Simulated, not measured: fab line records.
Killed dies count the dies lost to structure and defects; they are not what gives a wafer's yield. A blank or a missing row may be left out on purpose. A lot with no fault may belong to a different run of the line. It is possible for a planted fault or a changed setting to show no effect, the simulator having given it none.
Matching of chambers    flow n5Finfet    aldSin-02 running N5_ILD0_LINER_00: 4 sister chambers
The step material SiNx, target thk 4 nm, pulse time 1 s, purge time 2 s. 30 wafers are shown with their chamber, then 12 later ones without.

== EACH WAFER AND ITS CHAMBER ==
wafer   chamber  heaterPowerW (W)  precursorPulseHeightRel
L075.1  0        963               0.970
L075.3  2        697               1.020
L075.5  1        698               1.003
L077.3  2        712               1.005
L077.5  1        702               0.982
L077.6  2        699               1.002
L079.2  3        724               0.979
L079.3  1        694               0.991
L079.6  0        942               1.002
L080.1  1        685               1.049
L080.3  3        729               1.028
L080.5  0        918               1.016
L081.1  2        705               1.018
L081.3  3        720               0.972
L081.6  2        718               1.000
L083.3  0        926               1.000
L083.4  3        723               1.022
L083.5  2        704               1.021
L086.1  2        702               0.991
L086.4  1        715               0.990
L086.6  3        729               1.003
L087.1  1        713               1.018
L087.4  3        735               1.013
L087.5  2        726               1.010
L089.4  3        731               0.981
L089.5  2        706               0.997
L089.6  3        731               0.989
L091.1  2        707               1.026
L091.3  0        921               0.997
L091.5  2        691               0.978

SIGNATURES, as means of the wafers listed above
reading                  chamber 0  chamber 1  chamber 2  chamber 3  scatter within a chamber
heaterPowerW             934.00     701.17     706.09     727.75     11.1
precursorPulseHeightRel  0.99700    1.00550    1.00618    0.99838    0.0191
Rule: a wafer lies at a distance from a chamber equal to the root of the sum of squares, over the readings, of (its reading less the chamber's mean, divided by the reading's scatter). If the next closest chamber is less than 2 further off than the closest, the wafer can't be placed; otherwise it belongs to the closest. The scatter: take each reading less its chamber's mean, square it, sum over the shown wafers, divide by the number of wafers less the number of chambers, and take the root.

== WAFERS MISSING THEIR CHAMBER ==
wafer   heaterPowerW (W)  precursorPulseHeightRel
L092.1  734               1.025
L092.2  736               0.976
L092.6  728               1.010
L093.1  947               1.013
L093.4  743               1.003
L093.5  938               0.985
L095.1  736               0.960
L095.2  705               0.979
L095.4  692               1.004
L096.2  701               1.003
L096.3  721               0.967
L096.5  960               0.991

== WHICH CHAMBER EACH WENT THROUGH ==
wafer   from the rows above           in truth
L092.1  can't be placed: 3 or 2 or 1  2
L092.2  can't be placed: 3 or 2       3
L092.6  can't be placed: 3 or 2 or 1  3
L093.1  0                             0
L093.4  can't be placed: 3 or 2       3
L093.5  0                             0
L095.1  can't be placed: 3 or 2 or 1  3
L095.2  can't be placed: 2 or 1 or 3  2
L095.4  can't be placed: 1 or 2       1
L096.2  can't be placed: 1 or 2       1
L096.3  can't be placed: 3 or 2 or 1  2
L096.5  0                             0
Correctly placed: 3 of 12. Not placeable from these rows: 9 (in 9, the candidates include the true chamber). 0 placed wrongly.
